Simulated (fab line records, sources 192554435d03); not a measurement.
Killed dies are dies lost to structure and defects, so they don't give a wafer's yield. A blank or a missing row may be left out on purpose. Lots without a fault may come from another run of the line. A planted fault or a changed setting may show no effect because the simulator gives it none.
Chamber matching | flow n5_finfet | N5_FIN_CUT_CUT_ETCH_15 on rie_si-05: 4 sister chambers
The step etches Si in HBr/Cl2/O2, target depth 100 nm, bt time 10 s, time 42.4 s. 4 wafers are shown with their chamber, then 8 later ones without.

WAFERS WITH THEIR CHAMBER
wafer  | chamber | drypump_motor_current_A (A)
L084.6 | 3       | 6.2
L085.1 | 1       | 6.4
L085.4 | 0       | 6.1
L087.1 | 2       | 5.6

WAFERS WITHOUT THEIR CHAMBER
wafer  | drypump_motor_current_A (A)
L087.3 | 6.1
L087.5 | 6.2
L090.2 | 5.7
L090.3 | 6.4
L090.4 | 6.2
L091.3 | 5.7
L091.4 | 6.2
L091.6 | 6.4

WHICH CHAMBER EACH WENT THROUGH
wafer  | from the rows above | in truth
L087.3 | 0                   | 0
L087.5 | 3                   | 3
L090.2 | 2                   | 2
L090.3 | 1                   | 1
L090.4 | 3                   | 3
L091.3 | 2                   | 2
L091.4 | 3                   | 3
L091.6 | 1                   | 1
Placed correctly: 8 of 8. Can't be placed from these rows: 0. Placed wrongly: 0.
How it was worked out, from the rows above alone: a wafer's distance from a chamber is the root of the sum, over the readings, of the square of ((its reading less the chamber's mean) divided by the reading's scatter). The wafer belongs to the nearest chamber; if the next one is less than 2 further off, it can't be placed. A chamber's mean is the mean of its shown wafers. The scatter: with one shown wafer a chamber, the root of the mean of the squares of how far each hidden wafer lies from its nearest shown one.
